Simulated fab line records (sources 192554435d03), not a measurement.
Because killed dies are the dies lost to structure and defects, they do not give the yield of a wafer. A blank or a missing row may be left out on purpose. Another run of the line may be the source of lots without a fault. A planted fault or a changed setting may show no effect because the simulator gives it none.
Matching of chambers    flow n5_finfet    4 sister chambers for N5_SDB_CUT_ETCH_26 on rie_si-05
The step etches Si in HBr/Cl2/O2, target depth 129.6 nm, bt time 20 s, time 51.8 s. 4 wafers are shown with their chamber, then 9 later ones without.

## WAFERS PAIRED WITH THEIR CHAMBERS
wafer   chamber  drypump_motor_current_A (A)
L087.6  0        5.7
L089.1  3        5.6
L089.4  2        5.3
L089.5  1        6.4

## WAFERS WITH NO CHAMBER GIVEN
wafer   drypump_motor_current_A (A)
L093.3  5.2
L093.4  5.6
L093.6  5.6
L094.1  5.6
L094.5  5.7
L094.6  5.6
L097.3  5.2
L097.5  6.5
L097.6  5.7

## WHICH CHAMBER EACH ONE RAN IN
wafer   from the rows above      in truth
L093.3  2                        2
L093.4  can't be placed: 3 or 0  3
L093.6  can't be placed: 3 or 0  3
L094.1  can't be placed: 3 or 0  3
L094.5  can't be placed: 0 or 3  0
L094.6  can't be placed: 3 or 0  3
L097.3  2                        2
L097.5  1                        1
L097.6  can't be placed: 0 or 3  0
3 of 9 placed correctly. These rows do not allow placing 6 (true chamber among the candidates in 6). Number placed wrongly: 0.
How it was worked out, from the rows above alone: a wafer's distance from a chamber is the root of the sum, over the readings, of the square of ((its reading less the chamber's mean) divided by the reading's scatter). If the next closest chamber is less than 2 further off than the closest, the wafer can't be placed; otherwise it belongs to the closest. The mean given for a chamber averages the wafers shown for that chamber. The scatter (one wafer shown for each chamber): square how far every hidden wafer sits from the nearest shown wafer, average those squares and take the square root.
